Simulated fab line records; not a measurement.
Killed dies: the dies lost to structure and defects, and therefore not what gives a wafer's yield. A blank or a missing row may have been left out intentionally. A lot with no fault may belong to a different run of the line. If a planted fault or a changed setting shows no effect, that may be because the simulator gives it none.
Check of tool commonality | flow nand-harc | 33 wafers sampled across 11 lots

## WHY IT WAS OPENED
At NHARC_END_SORT_01 the reading killed-dies is flagged on 2 of 11 lots. No-fault wafers: 65, standard deviation 20.
Rule: a lot is flagged in two cases, either no wafer of it has a number, or all its wafers with numbers fall more than 4 standard deviations from that mean. The other lots count as sound.

lot  | measured     | on        | killed-dies, wafer by wafer | flag
L578 | day 24 19:50 | prober-01 | 91 82 73                    |
L583 | day 26 09:59 | prober-01 | 45 51 53                    |
L582 | day 26 10:00 | prober-02 | 60 67 58                    |
L584 | day 26 23:10 | prober-02 | 93 99 95                    |
L591 | day 29 22:14 | prober-02 | 50 51 57                    |
L594 | day 31 03:18 | prober-01 | 677 677 677                 | FLAGGED
L593 | day 31 15:32 | prober-02 | 677 677 677                 | FLAGGED
L596 | day 33 05:25 | prober-01 | 53 57 56                    |
L599 | day 33 05:31 | prober-02 | 69 49 75                    |
L598 | day 33 10:50 | prober-01 | 20 33 31                    |
L600 | day 33 18:38 | prober-01 | 40 56 53                    |
The numbers of the flagged lots are 677 on average: +612 against the usual, or +31 standard deviations.

## EACH LOT AND THE TOOL IT RAN ON
4 process steps preceding the reading are held in the record, out of 1302 steps in the route. In each cell: the tool, then ch and the chambers that the sampled wafers went through, then the start.
lot  | flag    | NHARC_A_STAIRCASE_STRIP_205          | NHARC_A_STAIRCASE_TRIM_220         | NHARC_A_STAIRCASE_ETCH_223                    | NHARC_A_STAIRCASE_TRIM_226
L578 |         | plasma-asher-02 ch 0,1, day 16 10:58 | rie-diel-04 ch 1,2,3, day 16 12:23 | rie-diel-04 ch 0,1,2, day 16 13:52 or earlier | rie-diel-04 ch 0,1, day 16 13:52
L583 |         | plasma-asher-02 ch 0,1, day 18 06:25 | rie-diel-08 ch 0,1,3, day 18 08:01 | rie-diel-08 ch 1,3, day 18 08:42 or earlier   | rie-diel-08 ch 0,1,2, day 18 08:42
L582 |         | plasma-asher-02 ch 1, day 18 04:52   | rie-diel-07 ch 2,3, day 18 06:25   | rie-diel-07 ch 0,1,3, day 18 07:07 or earlier | rie-diel-07 ch 0,2, day 18 07:07
L584 |         | plasma-asher-01 ch 0,1, day 18 21:20 | rie-diel-08 ch 0,1,2, day 18 22:49 | rie-diel-08 ch 1,2,3, day 18 23:31 or earlier | rie-diel-08 ch 0,2,3, day 18 23:31
L591 |         | plasma-asher-02 ch 0,1, day 21 22:37 | rie-diel-04 ch 0,1,3, day 22 00:16 | rie-diel-04 ch 0,1,3, day 22 00:55 or earlier | rie-diel-04 ch 0,3, day 22 00:55
L594 | FLAGGED | plasma-asher-02 ch 0,1, day 22 21:43 | rie-diel-08 ch 1,2,3, day 22 23:20 | rie-diel-08 ch 1,2, day 23 00:13 or earlier   | rie-diel-08 ch 0,3, day 23 00:13
L593 | FLAGGED | plasma-asher-02 ch 0,1, day 23 04:11 | rie-diel-07 ch 0,1,2, day 23 05:48 | rie-diel-07 ch 0,3, day 23 06:29 or earlier   | rie-diel-07 ch 0,1,2, day 23 06:29
L596 |         | plasma-asher-01 ch 0,1, day 23 17:26 | rie-diel-04 ch 0,1,2, day 23 19:11 | rie-diel-04 ch 0,1,2, day 23 20:04 or earlier | rie-diel-04 ch 0,1,2, day 23 20:04
L599 |         | plasma-asher-02 ch 0,1, day 24 19:01 | rie-diel-07 ch 0,1,3, day 24 20:35 | rie-diel-07 ch 0,1,3, day 24 21:17 or earlier | rie-diel-07 ch 0,3, day 24 21:17
L598 |         | plasma-asher-01 ch 0,1, day 24 19:06 | rie-diel-08 ch 2,3, day 24 20:43   | rie-diel-08 ch 0,3, day 24 21:25 or earlier   | rie-diel-08 ch 0,1, day 24 21:25
L600 |         | plasma-asher-01 ch 0,1, day 25 13:12 | rie-diel-07 ch 2,3, day 25 14:48   | rie-diel-07 ch 1,2, day 25 15:35 or earlier   | rie-diel-07 ch 1,2,3, day 25 15:35
What the steps here do:
- NHARC_A_STAIRCASE_STRIP_205: strips in O2.
- NHARC_A_STAIRCASE_TRIM_220: chemistry O2, time 211.2 s.
- NHARC_A_STAIRCASE_ETCH_223: etches the open film in C4F8/O2, target depth 100 nm, time 40.5 s.
- NHARC_A_STAIRCASE_TRIM_226: chemistry O2, time 211.2 s.
- NHARC_END_SORT_01

## FLAGGED OVER TOTAL, TOOL BY TOOL (the gauges that took the reading come last)
step                        | tool            | lots run | flagged | share of the flagged lots | sound lots run after its first flagged lot
NHARC_A_STAIRCASE_STRIP_205 | plasma-asher-01 | 4        | 0       | none                      | -
NHARC_A_STAIRCASE_STRIP_205 | plasma-asher-02 | 7        | 2       | all                       | 1 (L599)
NHARC_A_STAIRCASE_TRIM_220  | rie-diel-04     | 3        | 0       | none                      | -
NHARC_A_STAIRCASE_TRIM_220  | rie-diel-07     | 4        | 1       | some                      | 2 (L599,L600)
NHARC_A_STAIRCASE_TRIM_220  | rie-diel-08     | 4        | 1       | some                      | 1 (L598)
NHARC_A_STAIRCASE_ETCH_223  | rie-diel-04     | 3        | 0       | none                      | -
NHARC_A_STAIRCASE_ETCH_223  | rie-diel-07     | 4        | 1       | some                      | 2 (L599,L600)
NHARC_A_STAIRCASE_ETCH_223  | rie-diel-08     | 4        | 1       | some                      | 1 (L598)
NHARC_A_STAIRCASE_TRIM_226  | rie-diel-04     | 3        | 0       | none                      | -
NHARC_A_STAIRCASE_TRIM_226  | rie-diel-07     | 4        | 1       | some                      | 2 (L599,L600)
NHARC_A_STAIRCASE_TRIM_226  | rie-diel-08     | 4        | 1       | some                      | 1 (L598)
NHARC_END_SORT_01           | prober-01       | 6        | 1       | some                      | 3 (L596,L598,L600)
NHARC_END_SORT_01           | prober-02       | 5        | 1       | some                      | 1 (L599)
With no start given for some of its lots, NHARC_A_STAIRCASE_ETCH_223 uses the hours and lot order of NHARC_A_STAIRCASE_TRIM_226.

## WHAT THE TABLE PERMITS
In the table, 1 row covers all flagged lots: plasma-asher-02 at NHARC_A_STAIRCASE_STRIP_205.
- plasma-asher-02 at NHARC_A_STAIRCASE_STRIP_205 ran 7 lots, 2 of them flagged. After the first flagged lot (L599), sound lots still ran on it; a lasting fault on the whole tool would not permit that.
There is no row in the table that ran each flagged lot and no sound lot after the first.

## WHAT THE SIMULATOR HAD INSERTED
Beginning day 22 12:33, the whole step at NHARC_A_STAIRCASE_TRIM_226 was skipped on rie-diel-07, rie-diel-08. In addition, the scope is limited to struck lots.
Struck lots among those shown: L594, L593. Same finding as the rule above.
